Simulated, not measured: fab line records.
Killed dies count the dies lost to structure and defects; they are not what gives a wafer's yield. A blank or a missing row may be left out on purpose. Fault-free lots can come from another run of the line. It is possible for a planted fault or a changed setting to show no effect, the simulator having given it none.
Matching of chambers ; flow nand harc ; NHARC_THIN_TSV_DESCUM_14 on rie diel-10 has 4 sister chambers
The step chemistry O2, time 3 s. 14 wafers are shown with their chamber, then 7 later ones without.

WAFERS PAIRED WITH THEIR CHAMBERS
wafer;chamber;showerhead plenum p Torr (Torr);oes product au (a.u.);throttle valve pct (%)
L998.2;1;1.89;0.999;11.317
L998.3;0;1.97;1.031;11.306
L998.4;2;1.84;1.014;11.300
L104.2;1;1.89;1.001;11.312
L104.3;3;2.00;1.019;11.321
L104.6;1;1.89;1.003;11.313
L107.1;2;1.84;1.010;11.318
L107.3;1;1.89;0.981;11.307
L107.5;3;2.00;1.004;11.313
L112.3;0;1.96;1.030;11.319
L112.5;2;1.84;0.999;11.309
L112.6;1;1.89;0.981;11.317
L113.1;3;2.00;1.006;11.312
L113.2;0;1.96;1.014;11.296

SIGNATURES (averages over the wafers above)
reading;chamber 0;chamber 1;chamber 2;chamber 3;scatter within a chamber
showerhead plenum p Torr;1.9633;1.8900;1.8400;2.0000;0.00258
oes product au;1.02500;0.99300;1.00767;1.00967;0.00961
throttle valve pct;11.30700;11.31320;11.30900;11.31533;0.00739
Rule: for a wafer and a chamber, the distance is found by dividing, reading by reading, the gap between the wafer's reading and the chamber's mean by the reading's scatter, squaring, summing and taking the root. If the next closest chamber is less than 2 further off than the closest, the wafer can't be placed; otherwise it belongs to the closest. The scatter: take each reading less its chamber's mean, square it, sum over the shown wafers, divide by the number of wafers less the number of chambers, and take the root.

WAFERS WITHOUT THEIR CHAMBER
wafer;showerhead plenum p Torr (Torr);oes product au (a.u.);throttle valve pct (%)
L113.4;1.89;0.989;11.292
L114.4;1.96;1.017;11.307
L114.5;1.88;0.978;11.306
L114.6;1.84;0.991;11.301
L119.1;1.96;1.020;11.315
L119.4;1.88;0.962;11.318
L119.6;1.88;0.983;11.291

EACH ONE'S CHAMBER
wafer;from the rows above;in truth
L113.4;1;1
L114.4;0;0
L114.5;1;1
L114.6;2;2
L119.1;0;0
L119.4;1;1
L119.6;1;1
7 of 7 placed correctly. From these rows, 0 cannot be placed. 0 placed wrongly.
